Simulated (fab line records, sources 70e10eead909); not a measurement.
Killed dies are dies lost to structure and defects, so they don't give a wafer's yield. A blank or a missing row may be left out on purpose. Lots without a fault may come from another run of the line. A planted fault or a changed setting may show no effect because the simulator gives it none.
Which tool did it? | flow nand_harc | 6 lots, 18 wafers sampled, at 5 steps of a route of 1159

WHAT THE GAUGES READ, wafer by wafer
NHARC_END_SORT_01.
lot  | measured     | on        | defect_limited_yield (%)
L649 | day 23 04:37 | prober-01 | 96.0 95.9 84.3

WHICH TOOL RAN EACH LOT (tool, then ch and the chambers of the sampled wafers, then the start)
lot  | NHARC_A_BONDPAD_PVD_17       | NHARC_A_BONDPAD_PVD_27                  | NHARC_THIN_TSV_ETCH_36            | NHARC_THIN_TSV_STRIP_56
L637 | pvd_sputter-02, day 18 11:08 | pvd_sputter-02, day 19 11:24 or earlier | rie_metal-02 ch 0,1, day 19 11:24 | plasma_asher-02 ch 0,1, day 19 11:30
L636 | pvd_sputter-01, day 18 12:09 | pvd_sputter-01, day 19 13:16 or earlier | rie_metal-03 ch 0,1, day 19 13:16 | plasma_asher-01 ch 0,1, day 19 13:29
L643 | pvd_sputter-02, day 19 21:56 | pvd_sputter-02, day 20 18:25 or earlier | rie_metal-01 ch 0,1, day 20 18:25 | plasma_asher-01 ch 0,1, day 20 18:34
L645 | pvd_sputter-02, day 20 12:20 | pvd_sputter-02, day 21 11:40 or earlier | rie_metal-03 ch 0, day 21 11:40   | plasma_asher-02 ch 0,1, day 21 12:17
L649 | pvd_sputter-02, day 21 19:05 | pvd_sputter-02, day 22 20:14 or earlier | rie_metal-01 ch 0,1, day 22 20:14 | plasma_asher-01 ch 0,1, day 22 20:22
L657 | pvd_sputter-03, day 23 14:10 | pvd_sputter-03, day 24 10:49 or earlier | rie_metal-03 ch 0,1, day 24 10:49 | plasma_asher-02 ch 0,1, day 24 10:57
- NHARC_A_BONDPAD_PVD_17: deposits TaN, target thk 5 nm, time 8.06 s.
- NHARC_A_BONDPAD_PVD_27: deposits Cu, target thk 30 nm, time 20.49 s.
- NHARC_THIN_TSV_ETCH_36: etches the open film in Cl2/BCl3, target depth 65 nm, time 18.571 s.
- NHARC_THIN_TSV_STRIP_56: strips in O2.

THE ANSWER, worked out from the rows above alone
Rule: what is usual is taken from the lots themselves. Put in order of their means at a reading, lots are off if they are a third of the lots or fewer, leave a main group of 4 or more, and stand apart from it by a gap of 3 or more times the standard deviation of the main group's means; of several such gaps the widest counts. A main group whose means are all the same, to the digits that the tables above print for the reading, isn't used. A lot without any number at a reading at which 4 lots or more have one is off too. The other lots that the step has rows for count as sound.
No lot is off at any reading shown: from this, nothing can be told.

WHAT THE SIMULATOR HAD PUT IN
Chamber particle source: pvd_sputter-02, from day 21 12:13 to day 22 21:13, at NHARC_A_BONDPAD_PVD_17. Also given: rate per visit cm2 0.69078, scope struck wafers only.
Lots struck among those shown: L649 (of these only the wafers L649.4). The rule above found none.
